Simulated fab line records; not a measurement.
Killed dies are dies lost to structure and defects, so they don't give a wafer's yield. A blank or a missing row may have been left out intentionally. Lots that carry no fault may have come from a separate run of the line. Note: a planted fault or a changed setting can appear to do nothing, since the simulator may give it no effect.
Split-lot experiment ; flow n5Finfet ; 21 wafers read across 7 lots, on a route 1938 steps long

THE SPLIT
At N5_BEOL_M6_EXPOSE_25 (exposes mask V5, target cd 40 nm), the setting doseMj was moved away from the recipe's 45 on 7 of the 21 wafers read, by -6.4% to +6.6%. For the rest of the wafers, this setting stayed at what the recipe calls for.

FROM THE SPLIT TO THE READING: what the file shows between them, 2 steps
- N5_BEOL_M6_PEB_26: peb time 60 s
- N5_BEOL_M6_DEVELOP_27: develop time 30 s

THE READING
cdNm, in nm, at N5_BEOL_M6_CD_MEAS_28 (target cd 40 nm). A value of 39.93 nm with a standard deviation of 0.24 nm is what fault-free wafers of this fab line usually give.

wafer;tool, chamber at the split;doseMj as run;against the recipe;cdNm, nm;against lot-mates on the recipe
L084.3;euvScanner-02, 0;45;recipe;39.29;-
L084.4;euvScanner-02, 0;45;recipe;40.13;-
L084.5;euvScanner-02, 0;45;recipe;40.18;-
L090.1;euvScanner-01, 0;45.88;+2.0%;40.28;+0.53
L090.2;euvScanner-01, 0;45.88;+2.0%;40.52;+0.77
L090.5;euvScanner-01, 0;45;recipe;39.75;-
L088.1;euvScanner-02, 0;47.97;+6.6%;41.23;+1.53
L088.4;euvScanner-02, 0;47.97;+6.6%;41.36;+1.66
L088.5;euvScanner-02, 0;45;recipe;39.70;-
L087.1;euvScanner-01, 0;46.58;+3.5%;40.51;+0.30
L087.5;euvScanner-01, 0;46.58;+3.5%;40.59;+0.38
L087.6;euvScanner-01, 0;45;recipe;40.21;-
L096.3;euvScanner-02, 0;45;recipe;40.19;-
L096.5;euvScanner-02, 0;45;recipe;39.81;-
L096.6;euvScanner-02, 0;45;recipe;40.53;-
L093.2;euvScanner-01, 0;45;recipe;40.12;-
L093.4;euvScanner-01, 0;42.12;-6.4%;38.03;-1.88
L093.5;euvScanner-01, 0;45;recipe;39.69;-
L095.1;euvScanner-01, 0;45;recipe;39.77;-
L095.2;euvScanner-01, 0;45;recipe;39.85;-
L095.5;euvScanner-01, 0;45;recipe;39.91;-

THE FIT
A straight line over all 21 wafers: cdNm changes by +0.232 nm for each +1% of doseMj; r = +0.91; the points scatter about the line by 0.28 nm.
The same after taking each lot's own level away (the mean of its wafers on the recipe; 21 wafers): +0.242 nm for each +1%; r = +0.92; scatter 0.29 nm.
The reading moves by 1.6 nm for the largest change in doseMj, on that fit.
From 39.700 to 40.210 nm: that is the span of the lots' own levels, equal to 2.1 times the standard deviation above.
Hence the lot-to-lot level has little effect on the slope; both slopes agree.
Check: for one of the wafers moved furthest among these (+6.6%), held out of the fit, the line's prediction against its lot-mates is +1.56 nm. Against them it came out at +1.53 nm.

OTHER SPLITS APPLIED TO THESE WAFERS
These wafers also went through other splits before the reading. Each is held against what the fit with the lots' levels taken away leaves over:
other split on the same wafers;wafers away from the commonest value;r with cdNm (lot level and that fit taken away)
N5_BEOL_M2_EXPOSE_08 doseMj;5;+0.29
N5_BEOL_M4_EXPOSE_25 doseMj;9;+0.23
N5_BEOL_M4_ALD_98 aldCycles;6;-0.02
N5_BEOL_M5_COAT_05 spinRpm;10;-0.49
N5_BEOL_M6_COAT_22 spinRpm;7;-0.23

THE WHOLE CHAIN: every reading that the file lists as answering this split, in the file's order
step;what it does;reading;change (the file's fit);r (the file's)
N5_BEOL_M6_CD_MEAS_28;target cd 40 nm;cdNm;+0.248 nm for each +1% of the setting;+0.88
N5_BEOL_M6_DESCUM_33;chemistry O2, time 7 s;BEOL_M6.cdNm (the simulator's own value, which no gauge read);+0.221 nm for each +1% of the setting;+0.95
N5_BEOL_M6_ETCH_65;etches SiARC in CF4, target depth 15.6 nm, time 26 s;BEOL_M6.cdNm (the simulator's own value, which no gauge read);+0.209 nm for each +1% of the setting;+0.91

THE FILE'S OWN FIT
cdNm changes by +0.248 nm for each +1% of doseMj, r = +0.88.
